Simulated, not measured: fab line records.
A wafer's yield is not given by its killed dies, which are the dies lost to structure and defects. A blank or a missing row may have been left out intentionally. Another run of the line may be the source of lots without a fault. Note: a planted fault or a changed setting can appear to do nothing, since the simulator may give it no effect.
Matching of chambers -- flow n5_finfet -- 4 sister chambers for N5_BEOL_M14_ETCH_59 on rie_diel-05
The step etches BARC in N2/H2, target depth 89 nm, overetch 26.7 nm, time 67.9 s. 20 wafers are shown with their chamber, then 10 later ones without.

## WAFERS WITH THEIR CHAMBER
wafer,chamber,showerhead_plenum_p_Torr (Torr),drypump_motor_current_A (A),throttle_valve_pct (%)
L075.3,0,2.46,5.5,17.93
L075.4,1,2.49,5.5,17.54
L075.6,0,2.46,5.5,17.93
L074.1,2,2.69,6.5,17.79
L074.4,1,2.49,5.4,17.55
L074.5,3,2.49,5.7,18.07
L076.2,0,2.46,5.5,17.95
L076.3,2,2.68,6.5,17.81
L076.5,3,2.48,5.7,18.09
L077.2,2,2.68,6.5,17.81
L077.3,1,2.48,5.4,17.54
L077.5,2,2.68,6.5,17.82
L084.2,2,2.68,6.5,17.83
L084.3,0,2.45,5.5,17.98
L084.4,1,2.48,5.5,17.57
L086.2,3,2.48,5.7,18.14
L086.4,2,2.67,6.4,17.84
L086.5,3,2.48,5.8,18.13
L093.1,3,2.47,5.7,18.13
L093.2,2,2.67,6.5,17.86

SIGNATURES, as means of the wafers listed above
reading,chamber 0,chamber 1,chamber 2,chamber 3,scatter within a chamber
showerhead_plenum_p_Torr,2.4575,2.4850,2.6786,2.4800,0.00643
drypump_motor_current_A,5.500,5.450,6.486,5.720,0.0408
throttle_valve_pct,17.9475,17.5500,17.8229,18.1120,0.0238
Rule: for a wafer and a chamber, the distance is found by dividing, reading by reading, the gap between the wafer's reading and the chamber's mean by the reading's scatter, squaring, summing and taking the root. The wafer belongs to the nearest chamber; if the next one is less than 2 further off, it can't be placed. How the scatter is found: for the shown wafers, subtract from each reading the mean of its chamber, square and add these, divide the total by (wafers less chambers), then take the root.

## WAFERS WITH NO CHAMBER GIVEN
wafer,showerhead_plenum_p_Torr (Torr),drypump_motor_current_A (A),throttle_valve_pct (%)
L093.6,2.67,6.5,17.85
L089.3,2.67,6.5,17.87
L089.4,2.47,5.7,18.15
L089.5,2.47,5.7,18.13
L095.1,2.47,5.5,17.63
L095.3,2.45,5.5,18.00
L095.5,2.47,5.5,17.61
L096.1,2.47,5.8,18.15
L096.2,2.45,5.5,18.01
L096.5,2.45,5.5,18.00

## EACH ONE'S CHAMBER
wafer,from the rows above,in truth
L093.6,2,2
L089.3,2,2
L089.4,3,3
L089.5,3,3
L095.1,1,1
L095.3,0,0
L095.5,1,1
L096.1,3,3
L096.2,0,0
L096.5,0,0
10 of 10 placed correctly. Can't be placed from these rows: 0. Wrongly placed: 0.
